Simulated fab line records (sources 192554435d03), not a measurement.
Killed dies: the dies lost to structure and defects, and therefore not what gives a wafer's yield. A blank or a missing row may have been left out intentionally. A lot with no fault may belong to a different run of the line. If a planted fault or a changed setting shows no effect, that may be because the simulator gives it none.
Split-lot experiment	flow n5 finfet	7 lots, 21 wafers read, on a route of 1938 steps

## ABOUT THE SPLIT
At N5_BEOL_M10_COAT_05 (resist thk 90 nm), the setting spin rpm was moved away from the recipe's 1500 rpm on 7 of the 21 wafers read, by +5.3% to +10.5%. This setting was run at the recipe's value on the other wafers.

## FROM THE SPLIT TO THE READING: what the file shows between them, 2 steps
- N5_BEOL_M10_EBR_07
- N5_BEOL_M10_SOFTBAKE_06: time 60 s

## THE READING
CAR-ArF_of_BEOL_M10_COAT_05.thk nm (the simulator's own value, which no gauge read), in nm, at N5_BEOL_M10_DESCUM_16 (chemistry O2, time 7.9 s). There is no usual value for it anywhere in the file. The 14 wafers here that ran the recipe average 83.6 nm, standard deviation 0.37 nm.

wafer	tool, chamber at the split	spin rpm as run, rpm	against the recipe	CAR-ArF_of_BEOL_M10_COAT_05.thk nm, nm	against lot-mates on the recipe
L077.3	litho track-02, 0	1500	recipe	83.8	-
L077.4	litho track-02, 0	1657	+10.5%	79.6	-4.1
L077.6	litho track-02, 0	1500	recipe	83.6	-
L074.2	litho track-02, 0	1500	recipe	82.8	-
L074.3	litho track-02, 0	1500	recipe	82.8	-
L074.4	litho track-02, 0	1500	recipe	83.2	-
L080.1	litho track-02, 0	1500	recipe	84	-
L080.3	litho track-02, 0	1500	recipe	83.8	-
L080.5	litho track-02, 0	1500	recipe	83.8	-
L082.1	litho track-01, 0	1644	+9.6%	80	-3.8
L082.2	litho track-01, 0	1500	recipe	83.8	-
L082.3	litho track-01, 0	1644	+9.6%	79.8	-4.0
L087.2	litho track-03, 0	1500	recipe	83.6	-
L087.6	litho track-03, 0	1500	recipe	83.6	-
L087.5	litho track-03, 0	1500	recipe	83.4	-
L095.2	litho track-02, 0	1579	+5.3%	81.2	-2.4
L095.4	litho track-02, 0	1579	+5.3%	81.4	-2.2
L095.5	litho track-02, 0	1500	recipe	83.6	-
L096.2	litho track-01, 0	1623	+8.2%	80.6	-3.4
L096.4	litho track-01, 0	1623	+8.2%	80.2	-3.8
L096.6	litho track-01, 0	1500	recipe	84	-

THE FIT
A straight line over all 21 wafers: CAR-ArF_of_BEOL_M10_COAT_05.thk nm changes by -0.385 nm for each +1% of spin rpm; r = -0.98; the points scatter about the line by 0.34 nm.
The same after taking each lot's own level away (the mean of its wafers on the recipe; 21 wafers): -0.414 nm for each +1%; r = -1.00; scatter 0.16 nm.
The reading moves by 4.3 nm for the largest change in spin rpm, on that fit.
The lots' own levels span 82.93 to 84.00 nm, that is 2.9 times the standard deviation above.
Consequently the slope shifts little with the lot-to-lot level, the two slopes agreeing.
Check: for one of the wafers moved furthest among these (+10.5%), held out of the fit, the line's prediction against its lot-mates is -4.42 nm. Against them it came out at -4.1 nm.

## OTHER SPLITS APPLIED TO THESE WAFERS
Before the reading, these wafers also passed through other splits. Each is held against what the fit with the lots' levels taken away leaves over:
other split on the same wafers	wafers away from the commonest value	r with CAR-ArF_of_BEOL_M10_COAT_05.thk nm (lot level and that fit taken away)
N5_BEOL_M9_EXPOSE_08 dose mj	10	-0.22
N5_BEOL_M9_ETCH_62 time s	9	-0.03
N5_BEOL_M10_ILD_DEP_00 temp c	8	+0.07

## THE WHOLE CHAIN: every reading that the file lists as answering this split, in the file's order
step	what it does	reading	change (the file's fit)	r (the file's)
N5_BEOL_M10_COAT_05	resist thk 90 nm	CAR-ArF_of_BEOL_M10_COAT_05.thk nm (the simulator's own value, which no gauge read)	-0.423 nm for each +1% of the setting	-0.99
N5_BEOL_M10_DESCUM_16	chemistry O2, time 7.9 s	CAR-ArF_of_BEOL_M10_COAT_05.thk nm (the simulator's own value, which no gauge read)	-0.411 nm for each +1% of the setting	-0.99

## THE FILE'S OWN FIT
CAR-ArF_of_BEOL_M10_COAT_05.thk nm changes by -0.411 nm for each +1% of spin rpm, r = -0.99.
